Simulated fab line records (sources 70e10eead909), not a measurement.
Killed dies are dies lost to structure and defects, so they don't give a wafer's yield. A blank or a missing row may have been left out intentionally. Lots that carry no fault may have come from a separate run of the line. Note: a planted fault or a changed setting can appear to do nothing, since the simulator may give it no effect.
Which tool is to blame?	flow nand-harc	14 lots, 42 wafers sampled, at 5 steps of a route of 1159

== WHAT THE GAUGES SHOWED, per wafer ==
NHARC_P_CONTACT_CD_MEAS_19. Usual: 90.6 nm for cd-nm, sd 2.7.
lot	measured	on	cd-nm (nm)	flag
L668	day 5 18:48	cd-sem-01	91.3 89.0 91.7	
L669	day 6 01:52	cd-sem-03	93.9 88.0 94.7	
L671	day 6 12:32	cd-sem-01	92.1 86.0 87.9	
L672	day 6 21:20	cd-sem-01	89.0 94.9 93.5	
L673	day 7 06:05	cd-sem-02	87.6 92.9 95.8	
L677	day 8 05:26	cd-sem-01	88.3 86.2 85.9	
L679	day 8 19:05	cd-sem-02	87.6 88.4 89.1	
L681	day 9 01:31	cd-sem-01	86.4 89.0 86.9	
L683	day 9 08:16	cd-sem-03	84.8 96.0 93.1	
L682	day 9 10:17	cd-sem-02	88.1 93.8 94.9	
L685	day 9 21:10	cd-sem-02	89.0 93.5 91.0	
L687	day 10 13:47	cd-sem-01	90.9 85.9 92.9	
L689	day 11 04:32	cd-sem-03	88.5 93.0 90.1	
L690	day 11 05:19	cd-sem-03	88.3 88.9 87.9	

NHARC_P_M0_OVL_MEAS_10: pitch 180 nm. Usual: overlay-x-nm 0.0 nm, standard deviation 0.82; overlay-y-nm -0.1 nm, standard deviation 0.99.
lot	measured	on	overlay-x-nm (nm)	overlay-y-nm (nm)	flag
L668	day 6 03:52	overlay-02	-0.1 -0.5 -0.5	-0.6 -0.1 -0.3	
L669	day 6 10:39	overlay-01	1.5 1.6 2.1	-1.5 -1.9 -1.8	
L671	day 6 19:39	overlay-01	-0.1 0.4 0.2	-0.3 -1.6 -1.5	
L672	day 7 00:34	overlay-01	-0.7 -1.0 -1.1	-1.2 -1.2 -0.7	
L673	day 7 09:50	overlay-01	-1.2 -0.5 -1.2	0.1 -0.4 -0.1	
L677	day 8 08:37	overlay-01	-1.0 -0.3 0.1	-0.2 0.2 -0.2	
L679	day 8 22:17	overlay-01	0.3 0.8 0.9	-1.8 -1.6 -1.9	
L681	day 9 04:51	overlay-02	-0.6 0.2 0.6	0.6 0.7 0.5	
L683	day 9 11:33	overlay-01	0.4 0.0 0.4	-0.3 -0.4 -1.1	
L682	day 10 01:22	overlay-01	0.9 1.0 1.4	1.6 2.0 1.6	
L685	day 10 02:31	overlay-02	-0.3 -0.3 0.1	1.2 0.8 0.1	
L687	day 10 16:58	overlay-01	0.3 0.2 0.4	-0.3 0.0 -0.2	
L689	day 11 07:37	overlay-02	0.0 0.2 -0.1	-0.3 -0.3 -0.1	
L690	day 11 08:31	overlay-02	-0.2 -0.2 -0.2	-0.1 -0.5 -0.1	

NHARC_END_SORT_01. Usual: defect-limited-yield 95.3 %, standard deviation 1.6; killed-at-array 27, standard deviation 11; killed-at-other 0.7, standard deviation 1.1; killed-at-periphery 3.6, standard deviation 2.4; killed-dies 32, standard deviation 11; killed-open 3.3, standard deviation 1.8; killed-short 2.1, standard deviation 1.5; sort_bin_2_pct 1.4 %, standard deviation 0.64; sort_bin_3_pct 0.29 %, standard deviation 0.22; sort_bin_4_pct 3.0 %, standard deviation 1.1; sort-n-pass 645, standard deviation 11; sort-rim-yield-pct 95 %, standard deviation 3.5; sort-yield-pct 95.3 %, standard deviation 1.6.
lot	measured	on	defect-limited-yield (%)	killed-at-array	killed-at-other	killed-at-periphery	killed-dies	killed-open	killed-short	sort_bin_2_pct (%)	sort_bin_3_pct (%)	sort_bin_4_pct (%)	sort-n-pass	sort-rim-yield-pct (%)	sort-yield-pct (%)	flag
L673	day 22 05:55	prober-02	95.7 95.1 94.1	29 28 34	0 1 3	0 4 3	29 33 40	3 7 5	3 2 3	1.3 1.6 2.2	0.15 0 0.74	2.8 3.2 3.0	648 644 637	93 97 99	95.7 95.1 94.1	
L679	day 22 05:56	prober-01	93.9 95.6 94.7	40 27 34	0 0 0	1 3 2	41 30 36	7 4 5	3 0 0	1.6 1.2 1.3	0.15 0.44 0.44	4.3 2.8 3.5	636 647 641	96 94 92	93.9 95.6 94.7	
L681	day 22 21:32	prober-01	98.1 98.5 97.9	11 9 12	1 0 1	1 1 1	13 10 14	0 0 4	4 3 3	0.6 0.4 0.7	0 0.15 0	1.3 0.9 1.3	664 667 663	96 99 94	98.1 98.5 97.9	
L683	day 22 22:17	prober-02	93.2 91.9 93.8	41 48 36	2 1 2	3 6 4	46 55 42	3 2 1	1 4 3	2.8 1.9 1.8	0.15 0.30 0.44	3.8 5.9 4.0	631 622 635	86 98 87	93.2 91.9 93.8	
L682	day 23 07:19	prober-02	94.8 94.8 92.8	28 32 48	2 0 0	5 3 1	35 35 49	2 2 5	0 0 5	1.2 1.8 1.5	0.30 0.44 0.59	3.7 3.0 5.2	642 642 628	90 89 90	94.8 94.8 92.8	

== WHAT TOOL EACH LOT RAN ON (gives the tool, then ch and the chambers of the sampled wafers, and finally the start) ==
lot	NHARC_P_CONTACT_CVD_23	NHARC_P_M0_PEB_07
L668	cvd-w-02 ch 0,1, day 6 03:41 or earlier	litho-track-01 ch 0, day 6 03:41
L669	cvd-w-02 ch 0,1, day 6 10:28 or earlier	litho-track-01 ch 0, day 6 10:28
L671	cvd-w-02 ch 0,1, day 6 19:29 or earlier	litho-track-01 ch 0, day 6 19:29
L672	cvd-w-01 ch 0,1, day 7 00:23 or earlier	litho-track-01 ch 0, day 7 00:23
L673	cvd-w-02 ch 0, day 7 09:40 or earlier	litho-track-06 ch 0, day 7 09:40
L677	cvd-w-02 ch 0,1, day 8 08:28 or earlier	litho-track-06 ch 0, day 8 08:28
L679	cvd-w-02 ch 0,1, day 8 22:07 or earlier	litho-track-06 ch 0, day 8 22:07
L681	cvd-w-02 ch 0, day 9 04:41 or earlier	litho-track-04 ch 0, day 9 04:41
L683	cvd-w-01 ch 1, day 9 11:23 or earlier	litho-track-04 ch 0, day 9 11:23
L682	cvd-w-02 ch 0,1, day 10 01:11 or earlier	litho-track-04 ch 0, day 10 01:11
L685	cvd-w-02 ch 0,1, day 10 02:21 or earlier	litho-track-04 ch 0, day 10 02:21
L687	cvd-w-01 ch 0,1, day 10 16:48 or earlier	litho-track-04 ch 0, day 10 16:48
L689	cvd-w-01 ch 0,1, day 11 07:26 or earlier	litho-track-01 ch 0, day 11 07:26
L690	cvd-w-01 ch 0,1, day 11 08:22 or earlier	litho-track-01 ch 0, day 11 08:22
- NHARC_P_CONTACT_CVD_23: deposits W, target thk 200 nm, time 557 s.
- NHARC_P_M0_PEB_07: peb time 65 s.

== WHAT THE TOOLS THEMSELVES READ (means of the sampled wafers that have a number; where no wafer has one, the mark that the record gives instead) ==
NHARC_P_CONTACT_CVD_23. Usual: heater-power-w 531 W, standard deviation 28; throttle-valve-pct 7.91 %, standard deviation 0.24.
lot	tool	heater-power-w (W)	throttle-valve-pct (%)	flag
L668	cvd-w-02	554	7.89	
L669	cvd-w-02	550	7.84	
L671	cvd-w-02	551	7.86	
L672	cvd-w-01	502	7.96	
L673	cvd-w-02	546	8.12	
L677	cvd-w-02	550	7.83	
L679	cvd-w-02	556	7.84	
L681	cvd-w-02	535	8.07	
L683	cvd-w-01	538	8.06	
L682	cvd-w-02	528	7.91	
L685	cvd-w-02	533	7.73	
L687	cvd-w-01	517	8.21	
L689	cvd-w-01	521	8.17	
L690	cvd-w-01	521	8.12	

NHARC_P_M0_PEB_07. Usual: 156.6 W for heater-power-total-W, sd 0.42.
lot	tool	heater-power-total-W (W)	flag
L668	litho-track-01	156.1	
L669	litho-track-01	156.3	
L671	litho-track-01	156.5	
L672	litho-track-01	156.6	
L673	litho-track-06	156.8	
L677	litho-track-06	160.3	OFF
L679	litho-track-06	160.1	OFF
L681	litho-track-04	156.7	
L683	litho-track-04	157.1	
L682	litho-track-04	156.6	
L685	litho-track-04	156.3	
L687	litho-track-04	156.6	
L689	litho-track-01	156.2	
L690	litho-track-01	156.7	

== THE ANSWER, worked out from the rows above alone ==
Rule: lot off if the mean of its wafers having a number is beyond 3 standard deviations from the usual mean. Also off: a lot with no number at a reading for which 4 or more lots have one. Where the step has rows for the other lots, those lots are counted as sound. The gauges are gone through in route order, then the tools' own readings, and for those a lot's mean is taken as printed above. At the first step where some lot is off, the reading lying furthest off is the one used; lots without a number count as furthest.
Off: L677, L679, at NHARC_P_M0_PEB_07 (heater-power-total-W).
A tool fits if, at that step or a process step before it, it ran every lot that is off, and no sound lot after the first of them. NHARC_P_CONTACT_CVD_23: start missing for some lots; hours and lot order therefore follow NHARC_P_M0_PEB_07. One fits: NHARC_P_M0_PEB_07 on litho-track-06. Its last sound lot is L673 (day 7 09:40), its first lot that is off L677 (day 8 08:28): a fault that began between those two fits.
On the lots that are off, the tool's own readings at NHARC_P_M0_PEB_07 differ by more than 5 times the standard deviation of the sound lots' means, which bears it out; heater-power-total-W reads 160.2 W there versus 156.5 W on the sound lots.

== WHAT THE SIMULATOR PUT IN ==
Drift in process parameters on litho-track-06 at NHARC_P_M0_PEB_07, starting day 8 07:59. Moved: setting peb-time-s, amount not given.
Lots struck among those shown: L677, L679. This agrees with what the rule above found.
